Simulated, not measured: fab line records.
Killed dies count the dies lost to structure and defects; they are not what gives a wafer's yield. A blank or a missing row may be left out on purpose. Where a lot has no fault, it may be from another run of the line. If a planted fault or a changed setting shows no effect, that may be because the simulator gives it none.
Split-lot trial -- flow n5Finfet -- 7 lots, 21 wafers read, on a route of 1938 steps

== THE SPLIT ==
At N5_BEOL_M12_COAT_66 (time 60 s, resist thk 110 nm), the setting spinRpm was moved away from the recipe's 1500 rpm on 8 of the 21 wafers read, by -9.7% to +9.7%. The other wafers ran this setting at the recipe's value.

== FROM THE SPLIT TO THE READING: what the file shows between them, 4 steps ==
- N5_BEOL_M12_COAT_22: resist thk 300 nm
- N5_BEOL_M12_EBR_24
- N5_BEOL_M12_DESCUM_33: chemistry O2, time 7.9 s
- N5_BEOL_M12_ETCH_67: etches SiARC in CF4, target depth 143 nm, time 238.3 s

== THE READING ==
SiARC_of_BEOL_M12_COAT_66.thkNm (the simulator's own value, which no gauge read), in nm, at N5_BEOL_M12_ETCH_68 (etches SOC in N2/H2, time 285 s). No usual value for it is given in the file. The 13 wafers here that ran the recipe average 85.6 nm, standard deviation 0.33 nm.

wafer,"tool, chamber at the split","spinRpm as run, rpm",against the recipe,"SiARC_of_BEOL_M12_COAT_66.thkNm, nm",against lot-mates on the recipe
L075.1,"lithoTrack-01, 0",1500,recipe,85.4,-
L075.2,"lithoTrack-01, 0",1500,recipe,85.4,-
L075.5,"lithoTrack-01, 0",1500,recipe,85.6,-
L082.1,"lithoTrack-03, 0",1500,recipe,85.8,-
L082.3,"lithoTrack-03, 0",1500,recipe,85.2,-
L082.4,"lithoTrack-03, 0",1625,+8.3%,82,-3.5
L085.1,"lithoTrack-02, 0",1354,-9.7%,92.2,+5.8
L085.5,"lithoTrack-02, 0",1500,recipe,86.4,-
L085.6,"lithoTrack-02, 0",1354,-9.7%,92.6,+6.2
L080.1,"lithoTrack-02, 0",1500,recipe,86,-
L080.5,"lithoTrack-02, 0",1500,recipe,85.4,-
L080.6,"lithoTrack-02, 0",1375,-8.3%,91.8,+6.1
L084.1,"lithoTrack-02, 0",1646,+9.7%,80.6,-5.0
L084.2,"lithoTrack-02, 0",1646,+9.7%,80.6,-5.0
L084.4,"lithoTrack-02, 0",1500,recipe,85.6,-
L089.3,"lithoTrack-01, 0",1638,+9.2%,81,-4.8
L089.4,"lithoTrack-01, 0",1500,recipe,85.8,-
L089.6,"lithoTrack-01, 0",1638,+9.2%,81.4,-4.4
L094.1,"lithoTrack-03, 0",1500,recipe,85.4,-
L094.4,"lithoTrack-03, 0",1500,recipe,85.2,-
L094.6,"lithoTrack-03, 0",1500,recipe,85.8,-

THE FIT
A straight line over all 21 wafers: SiARC_of_BEOL_M12_COAT_66.thkNm changes by -0.582 nm for each +1% of spinRpm; r = -0.99; the points scatter about the line by 0.6 nm.
The same after taking each lot's own level away (the mean of its wafers on the recipe; 21 wafers): -0.558 nm for each +1%; r = -0.99; scatter 0.47 nm.
According to that fit, moving spinRpm by its largest amount changes the reading by 5.4 nm.
Across the lots, their own levels run from 85.47 to 86.40 nm, a range of 2.8 times the standard deviation given above.
The two slopes agree, so the slope changes little with the lot-to-lot level.
Check: with one of the wafers moved furthest among these (-9.7%) left out of the fit, the line predicts +5.68 nm for it against its lot-mates. It came out at +5.8 nm against them.

== OTHER SPLITS ON THESE WAFERS ==
Other splits were also applied to these wafers ahead of the reading. Each is held against what the fit with the lots' levels taken away leaves over:
other split on the same wafers,wafers away from the commonest value,r with SiARC_of_BEOL_M12_COAT_66.thkNm (lot level and that fit taken away)
N5_BEOL_M10_HM_DEP_02 targetThkA,7,-0.30
N5_BEOL_M11_EXPOSE_25 doseMj,7,+0.29
N5_BEOL_M11_ETCH_66 timeS,12,+0.19
N5_BEOL_M12_COAT_65 spinRpm,7,-0.04

== THE WHOLE CHAIN: every reading that the file lists as answering this split, in the file's order ==
step,what it does,reading,change (the file's fit),r (the file's)
N5_BEOL_M12_COAT_66,"time 60 s, resist thk 110 nm","SiARC_of_BEOL_M12_COAT_66.thkNm (the simulator's own value, which no gauge read)",-0.546 nm for each +1% of the setting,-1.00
N5_BEOL_M12_ETCH_67,"etches SiARC in CF4, target depth 143 nm, time 238.3 s","etch.depthNm (the simulator's own value, which no gauge read)",-0.546 nm for each +1% of the setting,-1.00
N5_BEOL_M12_ETCH_67,"etches SiARC in CF4, target depth 143 nm, time 238.3 s","coat_of_BEOL_M12_COAT_22.thkNm (the simulator's own value, which no gauge read)",+0.314 nm for each +1% of the setting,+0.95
N5_BEOL_M12_ETCH_68,"etches SOC in N2/H2, time 285 s","SiARC_of_BEOL_M12_COAT_66.thkNm (the simulator's own value, which no gauge read)",-0.555 nm for each +1% of the setting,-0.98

== THE FILE'S OWN FIT ==
SiARC_of_BEOL_M12_COAT_66.thkNm changes by -0.555 nm for each +1% of spinRpm, r = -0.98.
